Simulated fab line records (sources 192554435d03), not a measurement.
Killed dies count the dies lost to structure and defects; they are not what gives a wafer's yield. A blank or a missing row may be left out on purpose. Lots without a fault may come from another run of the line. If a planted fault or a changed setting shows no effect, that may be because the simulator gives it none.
Which tool is to blame? ; flow n5Finfet ; 30 wafers from 10 lots sampled at 2 of the route's 1938 steps

WHAT THE GAUGES READ, wafer by wafer
N5_BEOL_M14_THK_MEAS_01.
lot;measured;on;M14_ILD_THK (nm)
L298;day 12 15:47;filmMetro-01;1136 1123 1150
L296;day 12 16:16;filmMetro-02;1123 1099 1124
L297;day 12 18:07;filmMetro-02;1111 1126 1107
L307;day 15 18:48;filmMetro-01;1138 1144 1119
L306;day 15 19:44;filmMetro-02;1098 1118 1115
L310;day 16 14:19;filmMetro-01;1104 1119 1121
L312;day 16 17:38;filmMetro-02;1130 1146 1153
L313;day 16 22:54;filmMetro-01;1142 1107 1157
L315;day 17 21:05;filmMetro-01;1138 1127 1131
L314;day 17 21:13;filmMetro-02;1128 1108 1133

WHAT TOOL EACH LOT RAN ON (gives the tool, then ch and the chambers of the sampled wafers, and finally the start)
lot;N5_BEOL_M13_DEP_53
L298;pecvd-02 ch 0,2, day 12 15:28
L296;pecvd-03 ch 0,2, day 12 15:56
L297;pecvd-02 ch 0,1,2, day 12 17:47
L307;pecvd-04 ch 0,1, day 15 18:24
L306;pecvd-02 ch 0,2, day 15 19:19
L310;pecvd-04 ch 0,1, day 16 14:00
L312;pecvd-02 ch 0,1, day 16 17:19
L313;pecvd-03 ch 0,1, day 16 22:33
L315;pecvd-04 ch 0,1,2, day 17 20:27
L314;pecvd-04 ch 1,2, day 17 20:50
- N5_BEOL_M13_DEP_53: deposits SiCN from 3MS/NH3, target thk 50 nm, time 17.8 s.

WHAT THE TOOLS THEMSELVES READ (means of the sampled wafers that have a number; where no wafer has one, the mark that the record gives instead)
N5_BEOL_M13_DEP_53.
lot;tool;showerheadPlenumPTorr (Torr);throttleValvePct (%)
L298;pecvd-02;4.166;17.7
L296;pecvd-03;4.154;17.8
L297;pecvd-02;4.167;18.2
L307;pecvd-04;4.154;17.4
L306;pecvd-02;4.164;17.7
L310;pecvd-04;4.156;17.4
L312;pecvd-02;4.165;18.3
L313;pecvd-03;4.169;18.3
L315;pecvd-04;4.147;17.1
L314;pecvd-04;4.127;17.2

THE ANSWER, worked out from the rows above alone
Rule: usual is defined by the lots themselves. The widest of any qualifying gaps counts: lots, ordered by their means at a reading, are off when they make up no more than a third of the lots, leave a main group of 4 or more, and stand apart from it by 3 or more times the standard deviation of that group's means. If all means in a main group match to the digits the tables above print for the reading, that group is not used. Also off: a lot with no number at a reading for which 4 or more lots have one. Where the step has rows for the other lots, those lots are counted as sound. Order of review: gauges by route order, followed by the tools' own readings, for which a lot's mean as printed above is used. At the first step where some lot is off, the reading lying furthest off is the one used; lots without a number count as furthest.
None of the lots is off at any reading shown; this tells nothing.

WHAT THE SIMULATOR HAD INSERTED
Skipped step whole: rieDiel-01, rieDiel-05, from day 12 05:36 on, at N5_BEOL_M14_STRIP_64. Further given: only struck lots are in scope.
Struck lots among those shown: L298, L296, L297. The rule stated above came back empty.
